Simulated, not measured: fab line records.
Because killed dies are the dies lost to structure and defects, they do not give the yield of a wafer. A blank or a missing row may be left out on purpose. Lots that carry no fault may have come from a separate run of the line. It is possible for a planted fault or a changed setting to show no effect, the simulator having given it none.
fab line records -- flow n5_finfet
record: lots: 11, wafers: 31, last_day: 16
route steps=1938 shown SD_EPI_N@287 BEOL_M4@1102 PASSIVATION@1936
lots that met no fault: from a run of the same line without faults
start_h: hours from the record's opening day to when the first of the lot's shown wafers began -- wait_h: hours since the lot's step before -- " same as the row above -- L1.1+2: one row covering several wafers at once -- - value missing, or start not given -- * or withheld: withheld -- < > ~ a bound
route shown NAME@n: a module of which the file shows steps, and the number in the route of the first -- usual: mean/standard deviation of fault-free wafers -- same: alike in all rows -- chamber/n: place in a boat -- sites: the reading at each site -- _std_site: the standard deviation of these -- _edge_site: inner sites' mean taken away from outer sites' mean -- radius_mm: for every site, how far away it sits from the centre of the wafer -- mask NAME#n: copy n -- behind: the most recent tool/chamber to have shaped the wafer -- hold: cause of the lot's hold/its duration in hours/its outcome -- device: whichever transistor did not switch (one of n, p or np) -- end of line: the tests these same wafers got at the end of their route -- a step with no rows: only its recipe -- killed: the dies lost at the first sort to structure and to defects; this is not the yield of the wafer -- map: per-die view of a wafer (x killed, . not killed, _ where there is no die)
set.NAME: the setting as run; set.NAME@STEP: as run at that earlier step -- model.NAME: the simulator's own value behind a step, which no gauge read
a sample of lots followed through the steps of the route, with each step as a table and each wafer as a row
services: from which hour (start_h, from the record's first day; less than 0 if before it) a tool's chamber was out of use, for how many hours, and why
== steps ==
step: N5_SD_EPI_N_VAPOR_ETCH_50
recipe: chemistry: HCl, target: Si, temp_c: 775, time_s: 54, pressure_torr: 20, mode: isotropic
usual: throttle_valve_pct: 12.0/0.41
lot.wafer,tool,chamber,start_h,wait_h,throttle_valve_pct
L993.2,epi_rpcvd-01,0,49.30,0.3,12.4
L993.4,epi_rpcvd-01,0,49.30,0.3,12.3
L993.6,epi_rpcvd-01,0,49.30,0.3,12.3
L994.2,epi_rpcvd-01,0,54.64,0.3,12.6
L994.5,epi_rpcvd-01,0,54.64,0.3,12.5
L994.6,epi_rpcvd-01,0,54.64,0.3,12.4
L995.3,epi_rpcvd-03,0,62.50,0.2,11.6
L995.4,epi_rpcvd-03,0,62.50,0.2,11.8
L995.5,epi_rpcvd-03,0,62.50,0.2,11.7
L996.1,epi_rpcvd-03,0,68.40,0.3,11.8
L996.2,epi_rpcvd-03,0,68.40,0.3,11.8
L996.5,epi_rpcvd-03,0,68.40,0.3,11.8
L998.4,epi_rpcvd-02,0,80.40,0.2,11.6
L998.6,epi_rpcvd-02,0,80.40,0.2,11.4
L999.2,epi_rpcvd-02,0,86.04,0.3,11.6
L999.4,epi_rpcvd-02,0,86.04,0.3,11.4
L101.3,epi_rpcvd-02,0,103.25,0.2,11.7
L101.5,epi_rpcvd-02,0,103.25,0.2,11.5
L101.6,epi_rpcvd-02,0,103.25,0.2,11.4
L104.2,epi_rpcvd-01,0,118.11,0.3,12.4
L104.3,epi_rpcvd-01,0,118.11,0.3,12.3
L104.6,epi_rpcvd-01,0,118.11,0.3,12.7
L109.2,epi_rpcvd-02,0,147.39,0.3,11.7
L109.4,epi_rpcvd-02,0,147.39,0.3,11.7
L109.6,epi_rpcvd-02,0,147.39,0.3,11.7
L110.3,epi_rpcvd-02,0,152.64,0.2,11.7
L110.4,epi_rpcvd-02,0,152.64,0.2,11.4
L110.6,epi_rpcvd-02,0,152.64,0.2,11.7
L113.1,epi_rpcvd-01,0,169.95,0.4,12.3
L113.4,epi_rpcvd-01,0,169.95,0.4,12.5
L113.6,epi_rpcvd-01,0,169.95,0.4,12.5
step: N5_BEOL_M4_ANNEAL_51
recipe: temp_c: 225, time_s: 90, ambient: N2
usual: anneal_temp_c: 225.00/0.19, wafer_temp_C_max: 226.2/0.44
lot.wafer,tool,chamber,start_h,wait_h,anneal_temp_c,wafer_temp_C_max
L994.2,rtp_anneal-01,0,162.32,0.1,225.15,226.4
L994.5,rtp_anneal-01,0,162.32,0.1,224.96,225.9
L994.6,rtp_anneal-01,0,162.32,0.1,225.00,226.2
L993.2,rtp_anneal-02,0,167.37,0.1,224.95,226.6
L993.4,rtp_anneal-02,0,167.37,0.1,225.00,227.1
L993.6,rtp_anneal-02,0,167.37,0.1,225.07,226.7
L995.3,rtp_anneal-02,0,182.21,0.1,225.03,226.7
L995.4,rtp_anneal-02,0,182.21,0.1,224.99,226.8
L995.5,rtp_anneal-02,0,182.21,0.1,225.04,226.9
L996.1,rtp_anneal-01,0,184.33,0.3,225.14,225.6
L996.2,rtp_anneal-01,0,184.33,0.3,224.88,225.8
L996.5,rtp_anneal-01,0,184.33,0.3,224.75,225.8
L999.2,rtp_anneal-01,0,192.00,0.1,225.06,226.0
L999.4,rtp_anneal-01,0,192.00,0.1,224.87,225.6
L998.4,rtp_anneal-01,0,194.97,0.2,224.88,226.0
L998.6,rtp_anneal-01,0,194.97,0.2,224.97,225.9
L101.3,rtp_anneal-01,0,218.69,0.3,225.08,226.1
L101.5,rtp_anneal-01,0,218.69,0.3,225.00,226.1
L101.6,rtp_anneal-01,0,218.69,0.3,225.02,225.9
L104.2,rtp_anneal-02,0,226.74,0.1,224.95,226.5
L104.3,rtp_anneal-02,0,226.74,0.1,224.89,227.0
L104.6,rtp_anneal-02,0,226.74,0.1,225.04,226.4
L109.2,rtp_anneal-01,0,272.67,0.1,225.03,225.9
L109.4,rtp_anneal-01,0,272.67,0.1,225.02,225.9
L109.6,rtp_anneal-01,0,272.67,0.1,225.27,225.7
L110.3,rtp_anneal-01,0,274.40,0.1,224.89,226.0
L110.4,rtp_anneal-01,0,274.40,0.1,225.18,226.0
L110.6,rtp_anneal-01,0,274.40,0.1,224.93,225.9
L113.1,rtp_anneal-01,0,292.29,0.1,224.90,225.8
L113.4,rtp_anneal-01,0,292.29,0.1,224.85,226.1
L113.6,rtp_anneal-01,0,292.29,0.1,224.90,226.0
step: N5_BEOL_M4_RS_MEAS_58
recipe: thk_meas_gauge: four-point-probe, reads: Co_of_BEOL_M4_CO_CAP_55+Cu_of_BEOL_M4_ECD_50+Co_of_BEOL_M4_CVD_47+TaN_of_BEOL_M4_ALD_84
usual: M4_RS: 0.69/0.039
lot.wafer,tool,chamber,start_h,wait_h,M4_RS[ohm/sq]
L994.2,film_metro-02,-,163.13,0.1,0.72
L994.5,film_metro-02,-,163.13,0.1,0.70
L994.6,film_metro-02,-,163.13,0.1,0.76
L993.2,film_metro-01,-,168.18,0.1,0.75
L993.4,film_metro-01,-,168.18,0.1,0.63
L993.6,film_metro-01,-,168.18,0.1,0.69
L995.3,film_metro-01,-,182.98,0.1,0.64
L995.4,film_metro-01,-,182.98,0.1,0.76
L995.5,film_metro-01,-,182.98,0.1,0.70
L996.1,film_metro-02,-,185.20,0.0,0.64
L996.2,film_metro-02,-,185.20,0.0,0.70
L996.5,film_metro-02,-,185.20,0.0,0.66
L999.2,film_metro-02,-,192.81,0.1,0.70
L999.4,film_metro-02,-,192.81,0.1,0.74
L998.4,film_metro-02,-,195.69,0.0,0.68
L998.6,film_metro-02,-,195.69,0.0,0.66
L101.3,film_metro-01,-,219.54,0.1,0.69
L101.5,film_metro-01,-,219.54,0.1,0.70
L101.6,film_metro-01,-,219.54,0.1,0.67
L104.2,film_metro-01,-,227.54,0.1,0.71
L104.3,film_metro-01,-,227.54,0.1,0.73
L104.6,film_metro-01,-,227.54,0.1,0.70
L109.2,film_metro-01,-,273.49,0.1,0.67
L109.4,film_metro-01,-,273.49,0.1,0.68
L109.6,film_metro-01,-,273.49,0.1,0.66
L110.3,film_metro-01,-,275.18,0.1,0.76
L110.4,film_metro-01,-,275.18,0.1,0.78
L110.6,film_metro-01,-,275.18,0.1,0.72
L113.1,film_metro-02,-,293.14,0.0,0.69
L113.4,film_metro-02,-,293.14,0.0,0.67
L113.6,film_metro-02,-,293.14,0.0,0.72
step: N5_BEOL_M4_INSPECT_59
recipe: inspect_instrument: darkfield, mode: post_dep
usual: raw_defect_count: 77/26
lot.wafer,tool,chamber,start_h,wait_h,raw_defect_count
L994.2,defect_inspect-01,-,163.15,0.0,152
L994.5,defect_inspect-01,-,163.15,0.0,176
L994.6,defect_inspect-01,-,163.15,0.0,119
L993.2,defect_inspect-02,-,168.20,0.0,71
L993.4,defect_inspect-02,-,168.20,0.0,62
L993.6,defect_inspect-02,-,168.20,0.0,73
L995.3,defect_inspect-02,-,183.00,0.0,80
L995.4,defect_inspect-02,-,183.00,0.0,60
L995.5,defect_inspect-02,-,183.00,0.0,71
L996.1,defect_inspect-02,-,185.23,0.0,109
L996.2,defect_inspect-02,-,185.23,0.0,49
L996.5,defect_inspect-02,-,185.23,0.0,69
L999.2,defect_inspect-02,-,192.83,0.0,81
L999.4,defect_inspect-02,-,192.83,0.0,100
L998.4,defect_inspect-02,-,195.72,0.0,81
L998.6,defect_inspect-02,-,195.72,0.0,81
L101.3,defect_inspect-01,-,219.57,0.0,59
L101.5,defect_inspect-01,-,219.57,0.0,51
L101.6,defect_inspect-01,-,219.57,0.0,30
L104.2,defect_inspect-01,-,227.57,0.0,116
L104.3,defect_inspect-01,-,227.57,0.0,133
L104.6,defect_inspect-01,-,227.57,0.0,97
L109.2,defect_inspect-02,-,273.52,0.0,73
L109.4,defect_inspect-02,-,273.52,0.0,35
L109.6,defect_inspect-02,-,273.52,0.0,66
L110.3,defect_inspect-01,-,275.20,0.0,83
L110.4,defect_inspect-01,-,275.20,0.0,92
L110.6,defect_inspect-01,-,275.20,0.0,68
L113.1,defect_inspect-01,-,293.16,0.0,93
L113.4,defect_inspect-01,-,293.16,0.0,86
L113.6,defect_inspect-01,-,293.16,0.0,57
step: N5_BEOL_M4_RC_MEAS_101
usual: DIBL_N: 37.5/1.9, DIBL_P: 37.3/2.4, IOFF_N: 0.18/0.038, IOFF_P: 0.23/0.045, ION_N: 677/11, ION_P: 464/8.1, REXT_N: 74.6/1.9, SS_N: 72.0/0.68, SS_P: 73.5/0.77, VT_N: 249/3.3, VT_N_LVT: 98/3.3, VT_P: -249/3.6
lot.wafer,tool,chamber,start_h,wait_h,DIBL_N[mV/V],DIBL_P[mV/V],IOFF_N[nA/um],IOFF_P[nA/um],ION_N[uA/um],ION_P[uA/um],REXT_N[ohm.um],SS_N[mV/dec],SS_P[mV/dec],VT_N[mV],VT_N_LVT[mV],VT_P[mV]
L994.2,prober-01,0,163.33,0.2,38.4,37.3,0.22,0.24,688,468,75.6,72.3,74.0,242,93,-247
L994.5,prober-01,0,163.33,0.2,36.5,36.1,0.17,0.21,667,460,76.3,71.8,73.1,248,95,-253
L994.6,prober-01,0,163.33,0.2,39.9,39.5,0.24,0.27,679,461,77.5,72.8,74.7,245,93,-247
L993.2,prober-02,0,168.38,0.2,38.1,37.5,0.18,0.20,672,449,72.3,72.3,73.7,250,99,-251
L993.4,prober-02,0,168.38,0.2,40.4,40.1,0.23,0.24,687,465,73.7,73.4,73.7,248,94,-249
L993.6,prober-02,0,168.38,0.2,37.6,36.8,0.17,0.19,665,451,73.0,71.6,73.8,252,99,-254
L995.3,prober-01,0,183.34,0.3,34.8,37.3,0.18,0.20,683,465,74.9,72.7,72.9,249,95,-252
L995.4,prober-01,0,183.34,0.3,39.1,44.5,0.26,0.34,693,472,79.4,73.3,74.0,244,91,-242
L995.5,prober-01,0,183.34,0.3,35.7,37.7,0.18,0.20,677,460,75.7,72.2,72.6,251,98,-251
L996.1,prober-01,0,185.26,0.0,36.2,38.4,0.18,0.24,671,468,76.9,72.0,73.2,251,97,-247
L996.2,prober-01,0,185.26,0.0,34.6,33.9,0.15,0.17,667,461,77.0,72.0,72.3,252,100,-251
L996.5,prober-01,0,185.26,0.0,33.8,35.0,0.13,0.18,657,457,77.6,71.6,72.8,252,102,-252
L999.2,prober-01,0,193.01,0.2,39.0,39.5,0.21,0.20,683,456,75.5,72.3,73.6,246,92,-256
L999.4,prober-01,0,193.01,0.2,34.3,33.8,0.13,0.14,658,449,76.9,70.8,71.8,251,99,-256
L998.4,prober-01,0,196.21,0.5,38.2,37.2,0.18,0.25,685,471,75.3,71.5,73.8,247,97,-247
L998.6,prober-01,0,196.21,0.5,36.4,35.1,0.15,0.22,673,469,74.4,71.0,72.5,248,100,-250
L101.3,prober-01,0,219.90,0.3,39.1,39.1,0.18,0.25,665,463,75.7,73.1,74.1,252,100,-249
L101.5,prober-01,0,219.90,0.3,37.8,36.6,0.16,0.22,665,460,74.6,72.4,73.1,255,103,-247
L101.6,prober-01,0,219.90,0.3,36.3,35.3,0.14,0.19,666,456,75.0,71.7,72.8,255,103,-252
L104.2,prober-01,0,227.75,0.2,39.4,38.0,0.21,0.29,681,470,77.7,72.4,73.7,246,98,-244
L104.3,prober-01,0,227.75,0.2,36.1,34.1,0.14,0.19,677,456,77.4,71.5,72.6,254,103,-249
L104.6,prober-01,0,227.75,0.2,38.8,37.5,0.20,0.28,687,474,77.7,72.0,73.6,248,97,-244
L109.2,prober-01,0,273.70,0.2,31.9,38.3,0.09,0.26,612,468,97.0,71.0,74.2,258,110,-246
L109.4,prober-01,0,273.70,0.2,35.0,41.9,0.12,0.32,634,473,95.7,71.6,75.1,256,104,-243
L109.6,prober-01,0,273.70,0.2,32.7,38.9,0.10,0.26,629,474,94.3,71.5,74.1,259,107,-249
L110.3,prober-01,0,275.87,0.7,31.0,40.0,0.09,0.29,620,478,98.7,70.5,74.0,260,110,-243
L110.4,prober-01,0,275.87,0.7,25.6,33.0,0.05,0.19,601,473,96.5,69.2,71.4,266,116,-249
L110.6,prober-01,0,275.87,0.7,31.0,40.1,0.09,0.32,613,476,97.4,70.1,73.3,258,107,-243
L113.1,prober-02,0,293.19,0.0,38.6,39.3,0.18,0.24,681,464,75.4,71.8,74.7,247,95,-250
L113.4,prober-02,0,293.19,0.0,39.7,40.5,0.23,0.26,683,463,74.0,72.4,74.5,244,93,-249
L113.6,prober-02,0,293.19,0.0,40.7,41.6,0.23,0.27,692,470,73.9,72.7,74.2,245,94,-249
step: N5_PASSIVATION_PROBE_49
usual: defect_limited_yield: 91.2/1.5, killed_at_M0_to_M3: 31/10, killed_at_M4_up: 15/5.9, killed_at_contacts: 13/6, killed_at_front_end: 41/11, killed_at_other: 4/3.1, killed_dies: 104/18, killed_open: 68/13, killed_short: 33/8.1, sort_bin_5_function: 5.1/1.1, sort_bin_6_memory: 3.2/0.69, sort_bin_8_speed: 0.01/0.045, sort_n_pass: 1076/18
same: gross_dies: 1180, killed_at_back_side: 0, sort_bin_4_leakage[%]: 0
lot.wafer,tool,chamber,start_h,wait_h,defect_limited_yield[%],killed_at_M0_to_M3,killed_at_M4_up,killed_at_contacts,killed_at_front_end,killed_at_other,killed_dies,killed_open,killed_short,sort_bin_5_function[%],sort_bin_6_memory[%],sort_bin_8_speed[%],sort_n_pass
L994.2,prober-02,-,275.52,0.9,93.1,21,12,13,30,5,81,56,25,3.6,3.1,0,1099
L994.5,prober-02,-,275.67,1.1,89.4,40,12,23,44,6,125,93,31,6.8,3.5,0,1055
L994.6,prober-02,-,275.72,1.1,89.3,42,25,18,41,0,126,90,33,6.5,3.9,0,1054
L996.1,prober-01,-,292.22,0.0,90.3,42,13,13,44,3,115,84,30,6.2,3.4,0,1065
L996.2,prober-01,-,292.27,0.1,88.6,44,16,18,40,16,134,91,42,7.1,4.0,0,1046
L996.5,prober-01,-,292.42,0.2,89.2,41,25,6,44,12,128,87,41,6.3,4.2,0,1052
L104.2,prober-01,-,329.63,0.1,91.9,25,6,7,51,6,95,51,44,4.7,3.2,0,1085
L104.3,prober-01,-,329.68,0.1,90.1,25,15,20,55,2,117,70,45,6.0,3.6,0,1063
L104.6,prober-01,-,329.83,0.3,90.0,39,18,9,51,1,118,74,43,6.4,3.1,0,1062
L110.3,prober-01,-,379.16,0.1,90.8,37,20,21,29,1,108,71,34,5.2,3.5,72.46,220
L110.4,prober-01,-,379.21,0.2,90.5,28,12,15,55,2,112,73,36,5.3,3.9,90.42,3
L110.6,prober-01,-,379.31,0.3,91.2,40,11,12,39,2,104,74,22,5.1,3.0,85.17,71
L109.2,prober-01,-,379.41,0.1,91.9,32,19,13,31,1,96,73,23,4.7,3.1,83.31,101
L109.4,prober-01,-,379.51,0.2,91.0,37,12,14,36,7,106,74,29,5.1,3.6,7.54,985
L109.6,prober-01,-,379.61,0.3,91.9,27,14,12,38,5,96,68,18,4.6,2.7,26.69,769
killed by level:class
L994.2 MOL_CONTACT_COAG:geometric_particle:open=10 BEOL_M3:geometric_particle:open=10 BEOL_M0:geometric_particle:open=7 FIN_SAQP:geometric_particle:open=6 STARTING-WAFER:geometric_particle:open=4 STARTING-WAFER:geometric_particle:short=4 FIN_SAQP:geometric_particle:short=3 DUMMY_GATE:geometric_particle:short=3
L994.5 MOL_CONTACT_COAG:geometric_particle:open=19 BEOL_M3:geometric_particle:open=16 FIN_SAQP:geometric_particle:open=13 STI_FIN_REVEAL:geometric_particle:open=8 BEOL_M4:geometric_particle:open=7 FIN_SAQP:geometric_particle:short=5 MOL_CONTACT_COAG:geometric_particle:short=4 BEOL_M0:geometric_particle:open=4
L994.6 BEOL_M3:geometric_particle:open=19 FIN_SAQP:geometric_particle:open=14 MOL_CONTACT_COAG:geometric_particle:open=14 BEOL_M4:geometric_particle:open=11 FIN_SAQP:geometric_particle:short=10 BEOL_M0:geometric_particle:open=6 BEOL_M4:geometric_particle:short=5 STI_FIN_REVEAL:geometric_particle:open=5
L996.1 STI_FIN_REVEAL:geometric_particle:open=15 FIN_SAQP:geometric_particle:open=10 MOL_CONTACT_COAG:geometric_particle:open=9 BEOL_M2:geometric_particle:open=8 BEOL_M0_SAQP:geometric_particle:open=8 BEOL_M4:geometric_particle:open=8 BEOL_M3:geometric_particle:open=7 FIN_SAQP:geometric_particle:short=6
L996.2 STI_FIN_REVEAL:geometric_particle:open=17 MOL_CONTACT_COAG:geometric_particle:open=15 BEOL_M4:geometric_particle:open=12 BEOL_M0_SAQP:geometric_particle:short=10 BEOL_M0_SAQP:geometric_particle:open=9 BEOL_M3:geometric_particle:open=8 FIN_SAQP:geometric_particle:open=7 BEOL_M1:geometric_particle:open=5
L996.5 STI_FIN_REVEAL:geometric_particle:open=17 FIN_SAQP:geometric_particle:short=12 BEOL_M4:geometric_particle:open=10 BEOL_M0_SAQP:geometric_particle:short=9 FIN_SAQP:geometric_particle:open=7 BEOL_M0_SAQP:geometric_particle:open=7 BEOL_M3:geometric_particle:open=7 BEOL_M1:geometric_particle:open=6
L104.2 FIN_SAQP:geometric_particle:short=15 FIN_SAQP:geometric_particle:open=14 MOL_CONTACT_COAG:geometric_particle:open=7 GATE_CUT:geometric_particle:short=4 GATE_CUT:geometric_particle:open=4 BEOL_M0_SAQP:geometric_particle:short=4 BEOL_M0:geometric_particle:short=4 BEOL_M1:geometric_particle:open=4
L104.3 FIN_SAQP:geometric_particle:short=16 MOL_CONTACT_COAG:geometric_particle:open=16 FIN_SAQP:geometric_particle:open=12 GATE_CUT:geometric_particle:short=11 BEOL_M4:geometric_particle:open=8 STI_FIN_REVEAL:geometric_particle:open=5 BEOL_M0_SAQP:geometric_particle:short=5 BEOL_M1:geometric_particle:open=5
L104.6 FIN_SAQP:geometric_particle:short=16 BEOL_M0:geometric_particle:open=12 GATE_CUT:geometric_particle:short=9 FIN_SAQP:geometric_particle:open=8 MOL_CONTACT_COAG:geometric_particle:open=8 BEOL_M3:geometric_particle:open=7 BEOL_M2:geometric_particle:open=6 STI_FIN_REVEAL:geometric_particle:open=5
L110.3 MOL_CONTACT_COAG:geometric_particle:open=17 FIN_SAQP:geometric_particle:short=8 BEOL_M4:geometric_particle:open=8 BEOL_M2:geometric_particle:open=8 BEOL_M3:geometric_particle:open=7 BEOL_M5:geometric_particle:open=6 FIN_SAQP:geometric_particle:open=5 BEOL_M0_SAQP:geometric_particle:short=5
L110.4 MOL_CONTACT_COAG:geometric_particle:open=12 FIN_SAQP:geometric_particle:open=11 STI_FIN_REVEAL:geometric_particle:open=11 BEOL_M0_SAQP:geometric_particle:short=10 FIN_SAQP:geometric_particle:short=6 STI_FIN_REVEAL:geometric_particle:short=6 DUMMY_GATE:geometric_particle:open=6 BEOL_M2:geometric_particle:open=6
L110.6 STI_FIN_REVEAL:geometric_particle:open=11 MOL_CONTACT_COAG:geometric_particle:open=10 BEOL_M2:geometric_particle:open=10 FIN_SAQP:geometric_particle:open=9 BEOL_M3:geometric_particle:open=8 BEOL_M0_SAQP:geometric_particle:open=6 HKMG_FIN:area_etch=6 BEOL_M1:geometric_particle:open=5
L109.2 STI_FIN_REVEAL:geometric_particle:open=11 MOL_CONTACT_COAG:geometric_particle:open=11 BEOL_M3:geometric_particle:open=9 BEOL_M0_SAQP:geometric_particle:open=7 BEOL_M2:geometric_particle:short=7 BEOL_M4:geometric_particle:open=7 FIN_SAQP:geometric_particle:open=5 BEOL_M2:geometric_particle:open=5
L109.4 STI_FIN_REVEAL:geometric_particle:open=15 MOL_CONTACT_COAG:geometric_particle:open=12 BEOL_M2:geometric_particle:open=10 BEOL_M0_SAQP:geometric_particle:short=8 BEOL_M1:geometric_particle:open=6 FIN_SAQP:geometric_particle:open=5 BEOL_M3:geometric_particle:open=5 BEOL_M4:geometric_particle:open=5
L109.6 STI_FIN_REVEAL:geometric_particle:open=10 MOL_CONTACT_COAG:geometric_particle:open=10 HKMG_FIN:area_etch=9 BEOL_M3:geometric_particle:open=7 BEOL_M0_SAQP:geometric_particle:open=6 BEOL_M1:geometric_particle:open=6 BEOL_M2:geometric_particle:open=5 BEOL_M4:geometric_particle:open=4
== services ==
tool,chamber,start_h,hours,kind
epi_rpcvd-03,-,77.14,14.6,pm
epi_rpcvd-02,-,88.07,0.6,repair
rtp_anneal-02,-,96.37,2.6,repair
epi_rpcvd-01,-,111.72,1.0,repair
rtp_anneal-02,-,115.09,6.7,pm
epi_rpcvd-01,-,138.28,6.0,pm
epi_rpcvd-03,-,204.87,0.7,repair
epi_rpcvd-02,-,228.91,0.8,pm
epi_rpcvd-03,-,246.75,2.8,pm
== key ==
first_sign: step: N5_BEOL_M4_RC_MEAS_101, reading: REXT_N, direction: up, sigmas: 12, usual: 74.6, struck: 96.6
effect: step: N5_BEOL_M4_RC_MEAS_101, reading: ION_N, direction: down, sigmas: 5.2, usual: 677, struck: 618
effect: step: N5_BEOL_M4_RC_MEAS_101, reading: VT_N_LVT, direction: up, sigmas: 3.4, usual: 98, struck: 109
effect: step: N5_BEOL_M4_RC_MEAS_101, reading: DIBL_N, direction: down, sigmas: 3.3, usual: 37.5, struck: 31.2
effect: step: N5_BEOL_M4_RC_MEAS_101, reading: VT_N, direction: up, sigmas: 3.2, usual: 249, struck: 260
effect: step: N5_BEOL_M4_RC_MEAS_101, reading: IOFF_N, direction: down, sigmas: 2.4, usual: 0.18, struck: 0.09, wafers_moved: 5
effect: step: N5_BEOL_M4_RC_MEAS_101, reading: SS_N, direction: down, sigmas: 2, usual: 72.0, struck: 70.7, wafers_moved: 4
effect: step: N5_PASSIVATION_PROBE_49, reading: sort_bin_8_speed, direction: up, sigmas: 99+, usual: 0.01, struck: 60.93
met_at N5_SD_EPI_N_VAPOR_ETCH_50
struck_lots L109,L110
not_acting_at N5_BEOL_M4_ANNEAL_51,N5_BEOL_M4_RS_MEAS_58,N5_BEOL_M4_INSPECT_59
onset_between 103.25 147.39
fault: kind: process_parameter_drift, tool: epi_rpcvd-02, chamber: -, onset_h: 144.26, steps: N5_SD_EPI_N_VAPOR_ETCH_50, channel: time_s, offset: *, shape: step, end_h: 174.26, acts_in: *, stated: *
